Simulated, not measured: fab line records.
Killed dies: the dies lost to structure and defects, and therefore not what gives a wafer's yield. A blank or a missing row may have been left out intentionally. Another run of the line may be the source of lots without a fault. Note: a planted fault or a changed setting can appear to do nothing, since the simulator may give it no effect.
Which tool did it? -- flow n5-finfet -- 72 wafers from 24 lots sampled at 6 of the route's 1938 steps

== WHAT EACH GAUGE READ, for each wafer ==
Not one reading of a measure or inspect step in the record can be checked against a usual standard deviation.

== TOOL THAT RAN EACH LOT (tool first, then ch and the chambers of the sampled wafers, then the start) ==
lot,N5_BEOL_M3_SPUTTER_48,N5_BEOL_M3_ANNEAL_80,N5_BEOL_M3_ANNEAL_87,N5_BEOL_M3_ANNEAL_95,N5_BEOL_M3_SPUTTER_96,N5_BEOL_M4_PECVD_72
L075,"pvd-sputter-01, day 8 04:19","pvd-sputter-01, day 8 04:40","pvd-sputter-01, day 8 05:06","pvd-sputter-01, day 8 05:59","pvd-sputter-01, day 8 06:07","pecvd-01 ch 0,1,2, day 8 07:20"
L074,"pvd-sputter-03, day 8 08:16","pvd-sputter-03, day 8 08:34","pvd-sputter-03, day 8 09:01","pvd-sputter-03, day 8 09:53","pvd-sputter-03, day 8 10:02","pecvd-03 ch 1,2, day 8 11:15"
L076,"pvd-sputter-02, day 8 15:17","pvd-sputter-02, day 8 15:35","pvd-sputter-02, day 8 16:02","pvd-sputter-02, day 8 16:55","pvd-sputter-02, day 8 17:03","pecvd-03 ch 0,1,2, day 8 18:23"
L077,"pvd-sputter-01, day 8 16:29","pvd-sputter-01, day 8 16:47","pvd-sputter-01, day 8 17:14","pvd-sputter-01, day 8 18:07","pvd-sputter-01, day 8 18:15","pecvd-01 ch 0,2, day 8 19:31"
L078,"pvd-sputter-03, day 8 18:14","pvd-sputter-03, day 8 18:32","pvd-sputter-03, day 8 18:59","pvd-sputter-03, day 8 19:52","pvd-sputter-03, day 8 20:00","pecvd-02 ch 0,1,2, day 8 21:13"
L080,"pvd-sputter-02, day 9 03:16","pvd-sputter-02, day 9 03:34","pvd-sputter-02, day 9 04:01","pvd-sputter-02, day 9 04:53","pvd-sputter-02, day 9 05:02","pecvd-01 ch 0,2, day 9 06:17"
L079,"pvd-sputter-03, day 9 08:52","pvd-sputter-03, day 9 09:10","pvd-sputter-03, day 9 09:36","pvd-sputter-03, day 9 10:29","pvd-sputter-03, day 9 10:37","pecvd-01 ch 0,1,2, day 9 11:51"
L081,"pvd-sputter-03, day 9 10:52","pvd-sputter-03, day 9 11:10","pvd-sputter-03, day 9 11:36","pvd-sputter-03, day 9 12:29","pvd-sputter-03, day 9 12:37","pecvd-02 ch 0,1, day 9 13:54"
L082,"pvd-sputter-01, day 9 14:18","pvd-sputter-01, day 9 14:36","pvd-sputter-01, day 9 15:02","pvd-sputter-01, day 9 15:55","pvd-sputter-01, day 9 16:04","pecvd-02 ch 0,1, day 9 17:23"
L083,"pvd-sputter-02, day 9 14:31","pvd-sputter-02, day 9 14:49","pvd-sputter-02, day 9 15:15","pvd-sputter-02, day 9 16:08","pvd-sputter-02, day 9 16:16","pecvd-01 ch 0,1,2, day 9 17:46"
L084,"pvd-sputter-03, day 10 03:37","pvd-sputter-03, day 10 03:55","pvd-sputter-03, day 10 04:22","pvd-sputter-03, day 10 05:14","pvd-sputter-03, day 10 05:23","pecvd-02 ch 0,1,2, day 10 06:38"
L085,"pvd-sputter-03, day 10 09:43","pvd-sputter-03, day 10 10:01","pvd-sputter-03, day 10 10:28","pvd-sputter-03, day 10 11:20","pvd-sputter-03, day 10 11:29","pecvd-03 ch 0,1, day 10 12:43"
L086,"pvd-sputter-01, day 10 15:18","pvd-sputter-01, day 10 15:38","pvd-sputter-01, day 10 16:08","pvd-sputter-01, day 10 17:07","pvd-sputter-01, day 10 17:17","pecvd-03 ch 0,1,2, day 10 18:58"
L087,"pvd-sputter-01, day 11 11:23","pvd-sputter-01, day 11 11:41","pvd-sputter-01, day 11 12:07","pvd-sputter-01, day 11 13:00","pvd-sputter-01, day 11 13:08","pecvd-02 ch 0,1,2, day 11 14:31"
L090,"pvd-sputter-01, day 11 13:46","pvd-sputter-01, day 11 14:04","pvd-sputter-01, day 11 14:31","pvd-sputter-01, day 11 15:23","pvd-sputter-01, day 11 15:32","pecvd-02 ch 0,1,2, day 11 16:46"
L088,"pvd-sputter-03, day 11 14:14","pvd-sputter-03, day 11 14:32","pvd-sputter-03, day 11 14:58","pvd-sputter-03, day 11 15:51","pvd-sputter-03, day 11 15:59","pecvd-03 ch 0,2, day 11 17:13"
L089,"pvd-sputter-03, day 11 18:17","pvd-sputter-03, day 11 18:35","pvd-sputter-03, day 11 19:02","pvd-sputter-03, day 11 19:55","pvd-sputter-03, day 11 20:03","pecvd-02 ch 0,1, day 11 21:17"
L091,"pvd-sputter-02, day 12 00:20","pvd-sputter-02, day 12 00:38","pvd-sputter-02, day 12 01:04","pvd-sputter-02, day 12 01:57","pvd-sputter-02, day 12 02:05","pecvd-03 ch 0,1, day 12 03:26"
L092,"pvd-sputter-02, day 12 02:27","pvd-sputter-02, day 12 02:45","pvd-sputter-02, day 12 03:11","pvd-sputter-02, day 12 04:04","pvd-sputter-02, day 12 04:13","pecvd-02 ch 0,1,2, day 12 05:43"
L093,"pvd-sputter-02, day 12 05:02","pvd-sputter-02, day 12 05:20","pvd-sputter-02, day 12 05:47","pvd-sputter-02, day 12 06:40","pvd-sputter-02, day 12 06:48","pecvd-02 ch 1,2, day 12 08:02"
L094,"pvd-sputter-03, day 12 21:33","pvd-sputter-03, day 12 21:51","pvd-sputter-03, day 12 22:17","pvd-sputter-03, day 12 23:10","pvd-sputter-03, day 12 23:19","pecvd-02 ch 0,1,2, day 13 00:33"
L095,"pvd-sputter-02, day 13 02:58","pvd-sputter-02, day 13 03:16","pvd-sputter-02, day 13 03:42","pvd-sputter-02, day 13 04:35","pvd-sputter-02, day 13 04:43","pecvd-01 ch 1, day 13 05:59"
L097,"pvd-sputter-03, day 13 10:08","pvd-sputter-03, day 13 10:26","pvd-sputter-03, day 13 10:53","pvd-sputter-03, day 13 11:46","pvd-sputter-03, day 13 11:54","pecvd-01 ch 1,2, day 13 13:08"
L096,"pvd-sputter-01, day 13 10:40","pvd-sputter-01, day 13 10:58","pvd-sputter-01, day 13 11:25","pvd-sputter-01, day 13 12:17","pvd-sputter-01, day 13 12:26","pecvd-01 ch 1,2, day 13 13:40"
- N5_BEOL_M3_SPUTTER_48: material Cu, target thk 4.5 nm, time 8.29 s.
- N5_BEOL_M3_ANNEAL_80: time 240 s.
- N5_BEOL_M3_ANNEAL_87: time 240 s.
- N5_BEOL_M3_ANNEAL_95: time 240 s.
- N5_BEOL_M3_SPUTTER_96: material Cu, target thk 4.5 nm, time 8.29 s.
- N5_BEOL_M4_PECVD_72: deposits SiO2 from TEOS/O2, target thk 16 nm, time 18 s.

== WHAT THE TOOLS THEMSELVES READ (means of the sampled wafers that have a number; where no wafer has one, the mark that the record gives instead) ==
N5_BEOL_M3_SPUTTER_48.
lot,tool,chamber-pressure-pa (Pa),throttle-valve-pct (%)
L075,pvd-sputter-01,0.07,30.6
L074,pvd-sputter-03,0.07,30.9
L076,pvd-sputter-02,0.07,30.3
L077,pvd-sputter-01,0.07,30.3
L078,pvd-sputter-03,0.07,30.5
L080,pvd-sputter-02,0.07,29.7
L079,pvd-sputter-03,0.07,29.8
L081,pvd-sputter-03,0.07,30.0
L082,pvd-sputter-01,0.07,30.4
L083,pvd-sputter-02,0.07,29.2
L084,pvd-sputter-03,0.07,30.4
L085,pvd-sputter-03,0.07,30.0
L086,pvd-sputter-01,0.07,30.4
L087,pvd-sputter-01,0.07,30.8
L090,pvd-sputter-01,0.07,30.0
L088,pvd-sputter-03,0.07,30.9
L089,pvd-sputter-03,0.07,31.3
L091,pvd-sputter-02,0.07,30.0
L092,pvd-sputter-02,0.07,30.1
L093,pvd-sputter-02,0.07,29.7
L094,pvd-sputter-03,0.07,30.7
L095,pvd-sputter-02,0.07,30.4
L097,pvd-sputter-03,0.07,31.3
L096,pvd-sputter-01,0.07,30.2

N5_BEOL_M3_ANNEAL_80.
lot,tool,heater-power-w (W),susceptor_temp_C_max
L075,pvd-sputter-01,902,401.2
L074,pvd-sputter-03,759,400.9
L076,pvd-sputter-02,830,400.9
L077,pvd-sputter-01,927,400.8
L078,pvd-sputter-03,759,400.8
L080,pvd-sputter-02,777,401.4
L079,pvd-sputter-03,806,400.7
L081,pvd-sputter-03,772,400.9
L082,pvd-sputter-01,924,400.7
L083,pvd-sputter-02,805,401.1
L084,pvd-sputter-03,758,400.6
L085,pvd-sputter-03,796,400.8
L086,pvd-sputter-01,844,401.0
L087,pvd-sputter-01,845,400.7
L090,pvd-sputter-01,968,400.8
L088,pvd-sputter-03,801,400.6
L089,pvd-sputter-03,732,400.9
L091,pvd-sputter-02,814,401.4
L092,pvd-sputter-02,828,401.2
L093,pvd-sputter-02,762,401.5
L094,pvd-sputter-03,752,400.7
L095,pvd-sputter-02,742,401.4
L097,pvd-sputter-03,744,400.9
L096,pvd-sputter-01,916,401.3

N5_BEOL_M3_ANNEAL_87.
lot,tool,heater-power-w (W),susceptor_temp_C_max
L075,pvd-sputter-01,898,401.0
L074,pvd-sputter-03,751,400.6
L076,pvd-sputter-02,820,401.0
L077,pvd-sputter-01,923,400.9
L078,pvd-sputter-03,751,400.9
L080,pvd-sputter-02,775,401.2
L079,pvd-sputter-03,800,400.8
L081,pvd-sputter-03,767,401.0
L082,pvd-sputter-01,916,400.8
L083,pvd-sputter-02,803,400.9
L084,pvd-sputter-03,756,400.8
L085,pvd-sputter-03,809,400.6
L086,pvd-sputter-01,843,400.9
L087,pvd-sputter-01,839,400.6
L090,pvd-sputter-01,974,401.0
L088,pvd-sputter-03,792,400.7
L089,pvd-sputter-03,743,400.7
L091,pvd-sputter-02,826,401.2
L092,pvd-sputter-02,813,401.1
L093,pvd-sputter-02,756,401.2
L094,pvd-sputter-03,742,400.8
L095,pvd-sputter-02,735,401.2
L097,pvd-sputter-03,755,400.7
L096,pvd-sputter-01,897,401.1

N5_BEOL_M3_ANNEAL_95.
lot,tool,heater-power-w (W),susceptor_temp_C_max
L075,pvd-sputter-01,917,400.9
L074,pvd-sputter-03,755,400.5
L076,pvd-sputter-02,827,401.2
L077,pvd-sputter-01,923,400.9
L078,pvd-sputter-03,752,400.7
L080,pvd-sputter-02,781,401.0
L079,pvd-sputter-03,798,400.6
L081,pvd-sputter-03,758,400.7
L082,pvd-sputter-01,923,400.9
L083,pvd-sputter-02,792,401.0
L084,pvd-sputter-03,759,400.5
L085,pvd-sputter-03,801,400.8
L086,pvd-sputter-01,845,400.9
L087,pvd-sputter-01,847,400.7
L090,pvd-sputter-01,973,401.1
L088,pvd-sputter-03,773,400.5
L089,pvd-sputter-03,738,400.9
L091,pvd-sputter-02,832,401.2
L092,pvd-sputter-02,831,401.2
L093,pvd-sputter-02,770,401.1
L094,pvd-sputter-03,763,400.8
L095,pvd-sputter-02,742,401.4
L097,pvd-sputter-03,730,400.7
L096,pvd-sputter-01,895,401.4

N5_BEOL_M3_SPUTTER_96.
lot,tool,chamber-pressure-pa (Pa),throttle-valve-pct (%)
L075,pvd-sputter-01,0.07019,30.4
L074,pvd-sputter-03,0.06992,30.9
L076,pvd-sputter-02,0.06991,30.2
L077,pvd-sputter-01,0.06988,30.2
L078,pvd-sputter-03,0.07008,30.6
L080,pvd-sputter-02,0.06995,29.7
L079,pvd-sputter-03,0.06988,29.8
L081,pvd-sputter-03,0.07022,30.0
L082,pvd-sputter-01,0.06993,30.5
L083,pvd-sputter-02,0.07000,28.9
L084,pvd-sputter-03,0.07004,30.4
L085,pvd-sputter-03,0.07011,29.9
L086,pvd-sputter-01,0.06996,30.4
L087,pvd-sputter-01,0.06990,30.9
L090,pvd-sputter-01,0.07002,29.9
L088,pvd-sputter-03,0.07013,30.7
L089,pvd-sputter-03,0.07000,31.4
L091,pvd-sputter-02,0.06996,30.2
L092,pvd-sputter-02,0.07014,30.2
L093,pvd-sputter-02,0.07003,29.8
L094,pvd-sputter-03,0.06995,30.5
L095,pvd-sputter-02,0.06989,30.1
L097,pvd-sputter-03,0.07015,31.4
L096,pvd-sputter-01,0.06995,30.0

N5_BEOL_M4_PECVD_72.
lot,tool,heater-power-w (W),showerhead-plenum-p-Torr (Torr),throttle-valve-pct (%)
L075,pecvd-01,691,8.86,23.0
L074,pecvd-03,721,8.88,22.2
L076,pecvd-03,719,8.82,21.7
L077,pecvd-01,793,8.84,21.8
L078,pecvd-02,776,8.76,21.4
L080,pecvd-01,705,8.86,23.1
L079,pecvd-01,735,8.85,23.3
L081,pecvd-02,741,8.73,21.5
L082,pecvd-02,794,8.72,21.2
L083,pecvd-01,711,8.85,23.2
L084,pecvd-02,775,8.75,21.6
L085,pecvd-03,815,8.84,22.0
L086,pecvd-03,745,8.82,21.6
L087,pecvd-02,830,8.76,21.7
L090,pecvd-02,813,8.77,21.5
L088,pecvd-03,712,8.76,21.1
L089,pecvd-02,766,8.72,21.5
L091,pecvd-03,739,8.90,22.6
L092,pecvd-02,790,8.76,21.7
L093,pecvd-02,757,8.77,21.7
L094,pecvd-02,838,8.75,21.5
L095,pecvd-01,634,8.87,24.5
L097,pecvd-01,677,8.85,22.9
L096,pecvd-01,639,8.85,21.7

== THE ANSWER, worked out from the rows above alone ==
Rule: the lots themselves supply what counts as usual. The widest of any qualifying gaps counts: lots, ordered by their means at a reading, are off when they make up no more than a third of the lots, leave a main group of 4 or more, and stand apart from it by 3 or more times the standard deviation of that group's means. Not used: any main group whose means are identical at the precision the tables above print for the reading. Also off: a lot with no number at a reading for which 4 or more lots have one. Any other lot the step has rows for is counted as sound. After the gauges, taken in route order, come the tools' own readings; for these a lot's mean is taken, as printed above. The first step at which some lot is off is used, and at that step the reading that is off furthest; a lot without a number counts as furthest.
No lot is off at any reading shown: from this, nothing can be told.

== WHAT THE SIMULATOR HAD INSERTED ==
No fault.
